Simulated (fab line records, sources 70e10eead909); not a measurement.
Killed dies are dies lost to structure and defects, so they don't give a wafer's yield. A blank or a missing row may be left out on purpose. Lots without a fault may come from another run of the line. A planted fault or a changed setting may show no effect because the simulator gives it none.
Chamber matching | flow nand_harc | NHARC_A_STAIRCASE_DESCUM_186 on rie_diel-09: 4 sister chambers
The step chemistry O2, time 3 s. 24 wafers are shown with their chamber, then 12 later ones without.

WAFERS WITH THEIR CHAMBER
wafer  | chamber | drypump_motor_current_A (A) | showerhead_plenum_p_Torr (Torr) | oes_product_au (a.u.)
L074.3 | 2       | 5.7                         | 2.00                            | 1.021
L074.5 | 1       | 6.2                         | 1.98                            | 0.991
L074.6 | 2       | 5.7                         | 2.00                            | 1.024
L075.1 | 0       | 5.2                         | 1.90                            | 0.989
L075.2 | 2       | 5.7                         | 1.99                            | 1.006
L075.5 | 3       | 5.9                         | 1.82                            | 0.991
L078.2 | 0       | 5.2                         | 1.89                            | 1.009
L078.4 | 3       | 5.8                         | 1.82                            | 0.999
L078.5 | 3       | 5.8                         | 1.82                            | 0.996
L077.1 | 0       | 5.3                         | 1.89                            | 0.992
L077.5 | 1       | 6.2                         | 1.97                            | 1.008
L077.6 | 0       | 5.3                         | 1.89                            | 0.995
L080.4 | 2       | 5.7                         | 1.99                            | 1.024
L080.5 | 1       | 6.2                         | 1.97                            | 0.999
L080.6 | 2       | 5.7                         | 1.99                            | 1.008
L081.1 | 0       | 5.2                         | 1.89                            | 1.008
L081.2 | 3       | 5.9                         | 1.81                            | 0.999
L081.3 | 2       | 5.7                         | 1.98                            | 1.027
L082.4 | 3       | 5.9                         | 1.81                            | 1.000
L082.5 | 1       | 6.2                         | 1.97                            | 0.995
L082.6 | 2       | 5.7                         | 1.98                            | 1.015
L083.3 | 3       | 5.9                         | 1.81                            | 1.013
L083.5 | 0       | 5.2                         | 1.89                            | 1.006
L083.6 | 3       | 5.9                         | 1.81                            | 1.004

SIGNATURES (means of the wafers above)
reading                  | chamber 0 | chamber 1 | chamber 2 | chamber 3 | scatter within a chamber
drypump_motor_current_A  | 5.233     | 6.200     | 5.700     | 5.871     | 0.0372
showerhead_plenum_p_Torr | 1.8917    | 1.9725    | 1.9900    | 1.8143    | 0.00604
oes_product_au           | 0.99983   | 0.99825   | 1.01786   | 1.00029   | 0.0079
Rule: a wafer's distance from a chamber is the root of the sum, over the readings, of the square of ((its reading less the chamber's mean) divided by the reading's scatter). The wafer belongs to the nearest chamber; if the next one is less than 2 further off, it can't be placed. The scatter: the root of (the sum of the squares of (reading less its chamber's mean) over the shown wafers, divided by (wafers less chambers)).

WAFERS WITHOUT THEIR CHAMBER
wafer  | drypump_motor_current_A (A) | showerhead_plenum_p_Torr (Torr) | oes_product_au (a.u.)
L088.1 | 6.2                         | 1.96                            | 1.005
L088.2 | 5.7                         | 1.98                            | 1.012
L088.4 | 5.9                         | 1.81                            | 1.017
L090.3 | 6.2                         | 1.96                            | 1.032
L090.5 | 6.2                         | 1.96                            | 1.026
L090.6 | 5.7                         | 1.98                            | 1.004
L093.1 | 5.7                         | 1.97                            | 1.000
L093.4 | 5.3                         | 1.88                            | 1.004
L093.5 | 5.2                         | 1.88                            | 0.999
L095.2 | 6.1                         | 1.96                            | 1.010
L095.4 | 5.2                         | 1.88                            | 1.000
L095.5 | 5.7                         | 1.97                            | 0.999

WHICH CHAMBER EACH WENT THROUGH
wafer  | from the rows above | in truth
L088.1 | 1                   | 1
L088.2 | 2                   | 2
L088.4 | 3                   | 3
L090.3 | 1                   | 1
L090.5 | 1                   | 1
L090.6 | 2                   | 2
L093.1 | 2                   | 2
L093.4 | 0                   | 0
L093.5 | 0                   | 0
L095.2 | 1                   | 1
L095.4 | 0                   | 0
L095.5 | 2                   | 2
Placed correctly: 12 of 12. Can't be placed from these rows: 0. Placed wrongly: 0.
